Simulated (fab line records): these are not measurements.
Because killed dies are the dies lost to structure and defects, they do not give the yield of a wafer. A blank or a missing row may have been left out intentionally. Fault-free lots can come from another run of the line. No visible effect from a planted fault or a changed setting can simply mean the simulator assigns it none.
A struck lot beside a sound one	flow n5-finfet	20 out of 1938 route steps
Sound: the wafers L647.1, L647.2, L647.5. Struck: wafers L665.4, L665.5, L665.6. The cause comes at the end.
Each step with rows lists, per side, the tool, then ch with its chambers, then its first start. Under that, the readings that differ: sound wafers	struck wafers	difference of the means	sigmas: that difference in standard deviations of wafers without a fault.
alike: readings whose means differ by less than 2 such deviations, and words and numbers that are the same on both sides. not compared: withheld readings, readings that some wafer has no value for, bounds like >300 that may hide the same value, and numbers for which the record gives no deviation and whose values overlap.
The two part at a step that has a row with sigmas, a row that says differs or no value, or rows on one side only. Numbers that don't overlap but have no deviation are shown without sigmas and don't part them. A reading missing from all wafers of one side parts the sides only when that side holds two or more wafers.

first, 2 steps without rows for these wafers: N5_BEOL_M4_STRIP_65 (strips in N2/H2); N5_BEOL_M4_STRIP_75 (strips in N2/H2).
N5_BEOL_M4_STRIP_66: strips in CF4.
  sound on rie-diel-03 ch 0,3, day 7 15:44; struck on rie-diel-01 ch 0,1,2, day 12 14:49
  alike: drypump-motor-current-A, oes-product-au, rf-vpp-V, showerhead-plenum-p-Torr, throttle-valve-pct
  not compared: rf-hours-counter-h
N5_BEOL_M4_HM_OPEN_17: chemistry Cl2/BCl3, target TiN, target depth 20 nm, overetch 6 nm.
  sound on rie-metal-02 ch 0,1, day 7 15:46; struck on rie-metal-02 ch 0,1, day 12 14:54
  alike: bias-w, drypump-motor-current-A, oes-product-au, throttle-valve-pct
  not compared: rf-hours-counter-h
N5_BEOL_M4_STRIP_19: strips in O2.
  sound on rie-diel-01 ch 0,1, day 7 15:53; struck on rie-diel-01 ch 0,3, day 12 14:59
  alike: drypump-motor-current-A, o2-flow-sccm, oes-product-au, rf-vpp-V, showerhead-plenum-p-Torr, throttle-valve-pct
  not compared: rf-hours-counter-h
N5_BEOL_M4_CD_MEAS_18: pitch 36 nm, target cd 18 nm.
  struck on cd-sem-03, day 12 15:03; sound on cd-sem-02, day 7 15:57
  alike: cd-nm
then, 6 steps without rows for these wafers: N5_BEOL_M4_COAT_67 (time 60 s, resist thk 60 nm); N5_BEOL_M4_COAT_68 (time 60 s, resist thk 12 nm); N5_BEOL_M4_COAT_76 (time 60 s, resist thk 5 nm); N5_BEOL_M4_COAT_22 (resist thk 30 nm); N5_BEOL_M4_EBR_24; N5_BEOL_M4_SOFTBAKE_23 (time 60 s).
N5_BEOL_M4_EXPOSE_25: exposes mask V3, defocus 5 nm.
  sound on euv-scanner-02 ch 0, day 7 16:07; struck on euv-scanner-02 ch 0, day 12 15:15
reading	sound	struck	difference	sigmas
model.BEOL_M4.overlay-x-nm (nm)	-0.2 -0.2 -0.2	5.2 5.2 5.2	+5.4	
  alike: mask, exposure-dose-mJ-cm2, reticle-temp-C
then, 2 steps without rows for these wafers: N5_BEOL_M4_PEB_26 (peb time 60 s); N5_BEOL_M4_DEVELOP_27 (develop time 30 s).
N5_BEOL_M4_CD_MEAS_28: target cd 26.2 nm, target cd y 24.1 nm.
  sound on cd-sem-01 ch 0, day 7 16:16; struck on cd-sem-03 ch 0, day 12 15:22
  alike: cd-nm
N5_BEOL_M4_OVL_MEAS_29:
  sound on overlay-02 ch 0, day 7 16:18; struck on overlay-02 ch 0, day 12 15:25
reading	sound	struck	difference	sigmas
V3_OVL (nm)	-0.5 -0.1 -0.8	4.0 4.8 2.8	+4.3	+6
N5_BEOL_M4_INSPECT_30: inspects for defects (brightfield).
  struck on defect-inspect-01, day 12 15:28; sound on defect-inspect-01, day 7 16:22
  alike: raw-defect-count
N5_BEOL_M4_RC_MEAS_101:
  sound on prober-02 ch 0, day 7 22:50; struck on prober-01 ch 0, day 12 23:53
reading	sound	struck	difference	sigmas
DIBL_N (mV/V)	34.9 35.6 32.6	37.8 41.4 36.2	+4.1	+2
DIBL_P (mV/V)	35.0 35.5 31.4	39.0 42.5 36.3	+5.3	+2
IOFF_N (nA/um)	0.14 0.15 0.10	0.20 0.28 0.15	+0.08	+2
VT_N (mV)	255 251 256	247 240 253	-7	-2
  alike: IOFF_P, ION_N, ION_P, SS_N, SS_P, VT_P
next, for these wafers, 1 step has no rows: N5_PASSIVATION_PROBE_49.

== WHERE THEY PART ==
First at N5_BEOL_M4_OVL_MEAS_29; last, within this record, at N5_BEOL_M4_RC_MEAS_101.

WHY: whatever the simulator had introduced
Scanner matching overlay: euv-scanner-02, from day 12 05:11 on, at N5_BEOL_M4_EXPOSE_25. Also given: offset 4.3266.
